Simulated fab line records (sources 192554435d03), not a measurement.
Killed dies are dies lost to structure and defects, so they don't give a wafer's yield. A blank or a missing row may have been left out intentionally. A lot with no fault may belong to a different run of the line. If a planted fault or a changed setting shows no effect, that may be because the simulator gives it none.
Chamber matching | flow n5-finfet | N5_BEOL_M6_CMP_52 on cmp-01: 4 sister chambers
The step polishes, stops on SiCOH lowk, t overpolish 6.9 s, target thk 80 nm. 7 wafers are shown with their chamber, then 7 later ones without.

WAFERS, EACH WITH ITS CHAMBER
wafer  | chamber | motor-current-A (A) | slurry-flow-ml-min
L081.2 | 0       | 6.6                 | 151.1
L086.2 | 3       | 5.6                 | 150.7
L087.1 | 3       | 5.8                 | 149.8
L087.2 | 2       | 6.5                 | 149.4
L087.4 | 1       | 5.3                 | 150.0
L085.1 | 2       | 6.5                 | 149.3
L085.4 | 1       | 5.3                 | 149.9

WAFERS WHOSE CHAMBER IS MISSING
wafer  | motor-current-A (A) | slurry-flow-ml-min
L085.6 | 6.1                 | 149.1
L092.2 | 5.6                 | 150.2
L092.4 | 6.1                 | 150.2
L092.6 | 5.3                 | 150.4
L095.1 | 6.5                 | 150.3
L095.2 | 5.8                 | 149.6
L095.4 | 6.4                 | 150.0

EACH ONE'S CHAMBER
wafer  | from the rows above          | in truth
L085.6 | can't be placed: 2 or 3      | 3
L092.2 | 3                            | 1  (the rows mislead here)
L092.4 | can't be placed: 3 or 2 or 0 | 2
L092.6 | 1                            | 1
L095.1 | can't be placed: 0 or 2      | 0
L095.2 | 3                            | 3
L095.4 | can't be placed: 2 or 0      | 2
Correctly placed: 2 of 7. Can't be placed from these rows: 4 (the true chamber is among the candidates in 4). Wrongly placed: 1.
How it was worked out, from the rows above alone: a wafer's distance from a chamber is the root of the sum, over the readings, of the square of ((its reading less the chamber's mean) divided by the reading's scatter). The wafer belongs to the nearest chamber; if the next one is less than 2 further off, it can't be placed. A chamber's mean is the mean of its shown wafers. How the scatter is found: for the shown wafers, subtract from each reading the mean of its chamber, square and add these, divide the total by (wafers less chambers), then take the root.
